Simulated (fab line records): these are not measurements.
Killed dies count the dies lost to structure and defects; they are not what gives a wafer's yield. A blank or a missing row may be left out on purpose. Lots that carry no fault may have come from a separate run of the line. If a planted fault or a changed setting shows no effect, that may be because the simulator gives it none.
Chamber matching || flow nand harc || NHARC_P_CONTACT_CMP_24 on cmp-04: 4 sister chambers
The step polishes, t overpolish 30 s, target thk 200 nm. 8 wafers are shown with their chamber, then 9 later ones without.

WAFERS PAIRED WITH THEIR CHAMBERS
{"wafer": "L078.3", "chamber": 0, "motor current A (A)": 11.1, "time to endpoint s (s)": 46}
{"wafer": "L085.4", "chamber": 1, "motor current A (A)": 12.1, "time to endpoint s (s)": 41}
{"wafer": "L085.6", "chamber": 2, "motor current A (A)": 11.5, "time to endpoint s (s)": 38}
{"wafer": "L087.1", "chamber": 0, "motor current A (A)": 10.8, "time to endpoint s (s)": 46}
{"wafer": "L087.5", "chamber": 3, "motor current A (A)": 13.1, "time to endpoint s (s)": 44}
{"wafer": "L090.2", "chamber": 3, "motor current A (A)": 13.3, "time to endpoint s (s)": 47}
{"wafer": "L090.4", "chamber": 1, "motor current A (A)": 11.7, "time to endpoint s (s)": 42}
{"wafer": "L090.5", "chamber": 2, "motor current A (A)": 11.7, "time to endpoint s (s)": 45}

WAFERS WHOSE CHAMBER IS MISSING
{"wafer": "L095.1", "motor current A (A)": 12.1, "time to endpoint s (s)": 44}
{"wafer": "L095.2", "motor current A (A)": 12.3, "time to endpoint s (s)": 38}
{"wafer": "L095.5", "motor current A (A)": 10.6, "time to endpoint s (s)": 41}
{"wafer": "L096.1", "motor current A (A)": 12.5, "time to endpoint s (s)": 45}
{"wafer": "L096.2", "motor current A (A)": 11.1, "time to endpoint s (s)": 45}
{"wafer": "L096.3", "motor current A (A)": 11.7, "time to endpoint s (s)": 43}
{"wafer": "L097.3", "motor current A (A)": 12.1, "time to endpoint s (s)": 41}
{"wafer": "L097.5", "motor current A (A)": 11.4, "time to endpoint s (s)": 43}
{"wafer": "L097.6", "motor current A (A)": 10.8, "time to endpoint s (s)": 44}

WHICH CHAMBER EACH ONE RAN IN
{"wafer": "L095.1", "from the rows above": "can't be placed: 1 or 2", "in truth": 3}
{"wafer": "L095.2", "from the rows above": "can't be placed: 1 or 2", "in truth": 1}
{"wafer": "L095.5", "from the rows above": 0, "in truth": 0}
{"wafer": "L096.1", "from the rows above": "can't be placed: 1 or 3 or 2", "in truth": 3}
{"wafer": "L096.2", "from the rows above": "can't be placed: 0 or 2", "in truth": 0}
{"wafer": "L096.3", "from the rows above": "can't be placed: 2 or 1", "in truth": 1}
{"wafer": "L097.3", "from the rows above": "can't be placed: 1 or 2", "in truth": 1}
{"wafer": "L097.5", "from the rows above": "can't be placed: 2 or 0 or 1", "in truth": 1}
{"wafer": "L097.6", "from the rows above": 0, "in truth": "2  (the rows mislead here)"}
Placed correctly: 1 of 9. Cannot be placed on the basis of these rows: 7; the candidates contain the true chamber in 6. Number placed wrongly: 1.
How it was worked out, from the rows above alone: a wafer's distance from a chamber is the root of the sum, over the readings, of the square of ((its reading less the chamber's mean) divided by the reading's scatter). The wafer belongs to the nearest chamber; if the next one is less than 2 further off, it can't be placed. The mean given for a chamber averages the wafers shown for that chamber. The scatter: take each reading less its chamber's mean, square it, sum over the shown wafers, divide by the number of wafers less the number of chambers, and take the root.
